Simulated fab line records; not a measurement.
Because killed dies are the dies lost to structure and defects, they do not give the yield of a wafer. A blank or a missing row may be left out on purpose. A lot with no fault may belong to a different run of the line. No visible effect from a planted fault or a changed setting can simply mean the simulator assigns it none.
8D (eight disciplines) problem report, filled in by code || flow nand-harc || the parts of the form that need people (team, actions taken, sign-off) are left out

## 1. THE ISSUE
At NHARC_A_M1_CD_MEAS_09, cd-nm averages 126.9 nm over 6 wafers from 2 lots, while fault-free wafers read 120.3 nm, standard deviation 0.41. That is +16 standard deviations from the usual mean.
The step: target cd 120 nm.
First observed at day 21 04:07: wafer L883.2, on cd-sem-01. The record holds 33 wafers of 11 lots with a number at this step. By rule, "out" or "out of limits" means more than 4 standard deviations away from the usual mean. The other wafers with a number count as sound.

## 2. WHAT IT IS AND WHAT IT IS NOT
{"question": "which readings at this step", "is": "cd-nm", "is not": "-"}
{"question": "which lots", "is": "L883, L888", "is not": "L872, L874, L876, L877, L878, L880, L885, L890, L891"}
{"question": "which wafers of those lots", "is": "all that have a number", "is not": "-"}
{"question": "read on which gauges", "is": "cd-sem-01", "is not": "cd-sem-02, cd-sem-03"}
{"question": "when", "is": "from day 21 04:07", "is not": "up to then (18 sound wafers); but 9 sound wafers of L885, L890, L891 came after"}

## 3. THE SUSPECTS, EACH WITH WHAT RULES IT OUT
Counting: any tool at a process step up to the reading is kept as a suspect provided that every lot that is out went through it and no sound lot did after the first of them.
- the gauge at NHARC_A_M1_CD_MEAS_09: ruled out. All the wafers that are out were read on cd-sem-01, but those of them that NHARC_A_M1_EXPOSE_06 has rows for are out there too, on other tools.
- pecvd-01 at NHARC_A_M0_PRE_CLEAN_31 (time 12 s): ruled out as a lasting fault. After its first lot that is out, L883 (day 21 02:49), sound lots L885 ran on it.
- arfi-scanner-02 at NHARC_A_M1_EXPOSE_06 (exposes mask A M1, target cd 120 nm): kept. Every lot that is out went through it, starting with L883 (day 21 03:59), and after that it ran no sound lot; the last sound lot it ran before then is L878 (day 19 18:58). Its own readings are out on those wafers: exposure-dose-mJ-cm2.
The count leaves arfi-scanner-02 at NHARC_A_M1_EXPOSE_06.

## 4. THE CAUSE (what the simulator had put in)
Drift in process parameters on arfi-scanner-02 at NHARC_A_M1_EXPOSE_06, starting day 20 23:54. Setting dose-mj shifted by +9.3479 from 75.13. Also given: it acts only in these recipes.
After counting, this tool was the only one left.

## 5. THE CHAIN OF EFFECTS, in route order
Each row: a reading where the mean over the struck wafers with a number is more than 3 standard deviations away from the usual. Only readings whose record carries a usual standard deviation are examined. hours: median over the lots of the time between each lot's start at the first step of this table that gives one and its start at this step. sigmas: the change, counted in usual standard deviations.
{"hours": 0, "step": "NHARC_A_M1_EXPOSE_06", "reading": "exposure-dose-mJ-cm2", "usual": 75.13, "on struck wafers": 83.53, "change": "+8.40", "sigmas": "+99 or more"}
{"hours": 0, "step": "NHARC_A_M1_CD_MEAS_09", "reading": "cd-nm", "usual": "120.3 nm", "on struck wafers": 126.9, "change": "+6.6", "sigmas": "+16"}
The process steps in it:
- NHARC_A_M1_EXPOSE_06: exposes mask A M1, target cd 120 nm.

## 6. WHAT WOULD HAVE CAUGHT IT SOONER
4 hours passed between the start of the fault at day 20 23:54 and the first reading out of limits at a measuring or inspecting step in this record, taken at day 21 04:07.
Tool's own readings at NHARC_A_M1_EXPOSE_06, exposure-dose-mJ-cm2: out on all struck wafers the step has rows for; an alarm limit on them would have tripped on the first.
Among the 2 lots that are out, L888 began NHARC_A_M1_EXPOSE_06 on arfi-scanner-02 after day 21 04:07. A tool hold placed at that time would have kept it from harm.
